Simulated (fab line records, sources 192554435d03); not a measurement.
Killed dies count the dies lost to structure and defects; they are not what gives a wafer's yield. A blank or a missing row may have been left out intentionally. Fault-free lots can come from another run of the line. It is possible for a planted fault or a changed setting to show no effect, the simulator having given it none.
The tool behind it: which one? -- flow n5Finfet -- 27 wafers sampled from 9 lots at 1 step of a route of 1938

## WHAT THE GAUGES READ, wafer by wafer
N5_BEOL_M4_RC_MEAS_101. Usual: DIBL_N 36.3 mV/V, standard deviation 2; DIBL_P 36.3 mV/V, standard deviation 2.4; IOFF_N 0.16 nA/um, standard deviation 0.034; IOFF_P 0.21 nA/um, standard deviation 0.035; ION_N 672 uA/um, standard deviation 12; ION_P 459 uA/um, standard deviation 6.5; SS_N 71.6 mV/dec, standard deviation 0.67; SS_P 73.3 mV/dec, standard deviation 0.71; VT_N 250 mV, standard deviation 3.5; VT_P -251 mV, standard deviation 3.
lot,measured,on,DIBL_N (mV/V),DIBL_P (mV/V),IOFF_N (nA/um),IOFF_P (nA/um),ION_N (uA/um),ION_P (uA/um),SS_N (mV/dec),SS_P (mV/dec),VT_N (mV),VT_P (mV),flag
L464,day 8 00:26,prober-02,35.2 37.8 35.8,33.4 36.8 34.4,0.12 0.17 0.14,0.18 0.23 0.19,658 676 672,453 464 459,71.4 71.9 71.5,72.0 73.4 72.6,252 248 252,-254 -248 -250,
L467,day 8 16:58,prober-02,35.0 33.2 33.3,34.4 31.5 32.3,0.14 0.10 0.11,0.18 0.13 0.15,666 647 650,453 440 452,71.1 70.8 70.9,73.2 72.8 72.7,249 256 256,-254 -256 -253,
L468,day 8 23:09,prober-02,36.8 35.0 36.5,38.7 37.0 38.6,0.17 0.15 0.16,0.20 0.18 0.21,675 675 675,453 458 453,71.6 70.9 71.7,73.8 73.1 73.9,250 253 253,-254 -255 -252,
L469,day 9 05:11,prober-02,35.9 39.3 35.9,34.6 38.7 34.3,0.14 0.22 0.15,0.17 0.23 0.16,657 689 672,444 463 452,71.6 73.1 72.0,73.7 74.5 73.3,255 247 251,-256 -251 -256,
L484,day 13 08:12,prober-02,36.1 35.3 33.6,35.6 35.6 32.8,0.18 0.17 0.13,0.19 0.19 0.15,695 681 672,465 459 451,71.7 71.2 71.2,73.0 72.9 72.8,246 247 252,-253 -252 -256,
L480,day 13 14:58,prober-02,36.1 36.9 36.7,37.3 37.7 38.0,0.15 0.16 0.16,0.22 0.22 0.22,661 669 684,462 469 474,71.3 70.7 72.0,73.1 72.8 73.5,249 249 249,-248 -245 -248,
L483,day 13 20:22,prober-02,36.9 34.1 39.1,37.5 33.3 39.4,0.17 0.12 0.21,0.21 0.14 0.23,678 659 682,459 448 458,71.0 70.7 72.3,73.6 72.5 73.4,248 255 246,-251 -256 -251,
L485,day 14 05:52,prober-01,37.9 37.1 40.2,38.8 37.0 40.1,0.20 0.18 0.24,0.25 0.22 0.28,699 679 693,473 463 469,72.3 71.9 72.8,74.4 73.8 74.6,245 246 243,-248 -249 -250,
L482,day 14 07:01,prober-02,37.0 34.8 38.7,38.8 34.8 38.5,0.20 0.15 0.24,0.25 0.19 0.24,682 666 676,462 454 458,71.8 71.2 72.4,74.3 74.1 74.0,247 249 244,-248 -252 -249,

## EACH LOT AND THE TOOL THAT RAN IT (in order: tool; ch and the chambers of the sampled wafers; start)
The record shows no process step preceding these readings.

## AS READ BY THE TOOLS THEMSELVES (means over the sampled wafers that have a number; for cases with no such wafer, the mark the record gives instead)
The record holds no such reading with a usual standard deviation.

## THE ANSWER, worked out from the rows above alone
Rule: take the mean of a lot's wafers that have a number; if it is more than 3 standard deviations from the usual mean, the lot is off. Also off: a lot with no number at a reading for which 4 or more lots have one. The other lots that the step has rows for count as sound. Order of review: gauges by route order, followed by the tools' own readings, for which a lot's mean as printed above is used. The first step at which some lot is off is used, and at that step the reading that is off furthest; a lot without a number counts as furthest.
Across all readings shown, no lot is off: no conclusion can be drawn from this.

## WHAT THE SIMULATOR HAD PUT IN
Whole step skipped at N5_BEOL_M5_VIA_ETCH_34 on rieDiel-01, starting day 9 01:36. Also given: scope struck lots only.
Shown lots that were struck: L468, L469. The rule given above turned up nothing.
